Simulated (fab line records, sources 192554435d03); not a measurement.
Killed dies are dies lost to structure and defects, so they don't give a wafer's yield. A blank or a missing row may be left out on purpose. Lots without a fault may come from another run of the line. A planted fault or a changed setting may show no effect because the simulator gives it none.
Chamber matching | flow n5_finfet | N5_BEOL_M4_ALD_98 on ald_sin-04: 4 sister chambers
The step deposits SiO2, target thk 2.5 nm, pulse time 1 s, co reactant pulse time 1 s. 4 wafers are shown with their chamber, then 11 later ones without.

WAFERS WITH THEIR CHAMBER
wafer  | chamber | heater_power_w (W)
L089.1 | 2       | 97
L089.2 | 0       | 73
L089.3 | 1       | 71
L089.4 | 3       | 82

WAFERS WITHOUT THEIR CHAMBER
wafer  | heater_power_w (W)
L089.5 | 97
L089.6 | 70
L088.1 | 94
L088.2 | 84
L088.3 | 76
L090.2 | 76
L090.3 | 73
L090.6 | 76
L095.1 | 98
L095.3 | 75
L095.4 | 83

WHICH CHAMBER EACH WENT THROUGH
wafer  | from the rows above          | in truth
L089.5 | 2                            | 2
L089.6 | can't be placed: 1 or 0      | 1
L088.1 | 2                            | 2
L088.2 | 3                            | 3
L088.3 | can't be placed: 0 or 1 or 3 | 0
L090.2 | can't be placed: 0 or 1 or 3 | 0
L090.3 | can't be placed: 0 or 1      | 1
L090.6 | can't be placed: 0 or 1 or 3 | 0
L095.1 | 2                            | 2
L095.3 | can't be placed: 0 or 1      | 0
L095.4 | 3                            | 3
Placed correctly: 5 of 11. Can't be placed from these rows: 6 (the true chamber is among the candidates in 6). Placed wrongly: 0.
How it was worked out, from the rows above alone: a wafer's distance from a chamber is the root of the sum, over the readings, of the square of ((its reading less the chamber's mean) divided by the reading's scatter). The wafer belongs to the nearest chamber; if the next one is less than 2 further off, it can't be placed. A chamber's mean is the mean of its shown wafers. The scatter: with one shown wafer a chamber, the root of the mean of the squares of how far each hidden wafer lies from its nearest shown one.
